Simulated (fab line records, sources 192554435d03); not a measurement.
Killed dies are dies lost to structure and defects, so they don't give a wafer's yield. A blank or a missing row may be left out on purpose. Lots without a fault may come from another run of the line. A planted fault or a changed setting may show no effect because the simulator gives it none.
Problem report in the 8D (eight disciplines) form, filled by code | flow n5_finfet | the parts of the form that need people (team, actions taken, sign-off) are left out

1. THE PROBLEM
run_length_s at N5_BEOL_M10_ETCH_66 reads a mean of 230.5 s on 2 wafers of 2 lots; wafers without a fault read 203.3 s with a standard deviation of 0.33. That is +82 standard deviations from the usual mean.
The step: etches SOC in N2/H2, target depth 120 nm, overetch 24 nm, time 180 s.
First seen on wafer L629.2, day 15 05:35, on rie_diel-06. The record holds 18 wafers of 6 lots with a number at this step. Rule for "out", or "out of limits": more than 4 standard deviations from the usual mean. The other wafers with a number count as sound.

2. WHAT IT IS AND WHAT IT IS NOT
question                    | is                | is not
which readings at this step | run_length_s      | drypump_motor_current_A, oes_product_au, rf_vpp_V, showerhead_plenum_p_Torr, throttle_valve_pct
which lots                  | L629, L631        | L617, L622, L636, L638
which wafers of those lots  | L629.2, L631.4    | L629.1, L629.4, L631.2, L631.6
read on which tools         | rie_diel-06       | rie_diel-05
when                        | from day 15 05:35 | up to then (8 sound wafers); but 8 sound wafers of L631, L636, L638 came after

3. SUSPECTS, AND WHAT RULES EACH OUT
Counting: a tool at a process step up to the reading stays a suspect if it ran every lot that is out. Sound lots after the first of them don't rule it out here, since some wafers of a struck lot are sound.
- rie_diel-06 at N5_BEOL_M10_DESCUM_33 (chemistry O2, time 7.9 s): kept. It ran every lot that is out, first L629 (day 15 05:31); its last sound lot up to then is L622 (day 13 05:22).
- rie_diel-06 at N5_BEOL_M10_ETCH_65 (etches SiARC in CF4, target depth 39 nm, time 65 s): kept. It ran every lot that is out, first L629 (day 15 05:32); its last sound lot up to then is L622 (day 13 05:25).
- rie_diel-06 at N5_BEOL_M10_ETCH_66 (etches SOC in N2/H2, target depth 120 nm, overetch 24 nm, time 180 s): kept. It ran every lot that is out, first L629 (day 15 05:35); its last sound lot up to then is L622 (day 13 05:28). Its own readings are out on those wafers: run_length_s.
- Within rie_diel-06 at N5_BEOL_M10_DESCUM_33: the wafers that are out ran in chamber 1; their sound lot-mates ran in chambers 0, 3.
- Within rie_diel-06 at N5_BEOL_M10_ETCH_65: the wafers that are out ran in chamber 1; their sound lot-mates ran in chambers 0, 3.
- Within rie_diel-06 at N5_BEOL_M10_ETCH_66: the wafers that are out ran in chamber 1; their sound lot-mates ran in chambers 0, 3.
Left after counting: rie_diel-06 at N5_BEOL_M10_DESCUM_33, rie_diel-06 at N5_BEOL_M10_ETCH_65, rie_diel-06 at N5_BEOL_M10_ETCH_66.

4. THE CAUSE (what the simulator had put in)
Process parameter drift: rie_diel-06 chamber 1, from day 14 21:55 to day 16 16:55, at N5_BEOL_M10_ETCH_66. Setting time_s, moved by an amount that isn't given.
Counting left 3 suspects, and this tool is among them.

5. THE CHAIN OF EFFECTS, in route order
Each row: a reading whose mean over the struck wafers that have a number lies more than 3 standard deviations from the usual. Only readings for which the record gives a usual standard deviation are gone through. hours: the time from each lot's start at the first step in this table that gives one to its start at this step, as a median over the lots. sigmas: the change in usual standard deviations.
hours | step                | reading      | usual   | on struck wafers | change | sigmas
0     | N5_BEOL_M10_ETCH_66 | run_length_s | 203.3 s | 230.5            | +27.2  | +82
The process steps in it:
- N5_BEOL_M10_ETCH_66: etches SOC in N2/H2, target depth 120 nm, overetch 24 nm, time 180 s.

6. WHAT WOULD HAVE CAUGHT IT SOONER
In this record the first reading out of limits was taken at day 15 05:35, 8 hours after the fault began at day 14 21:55.
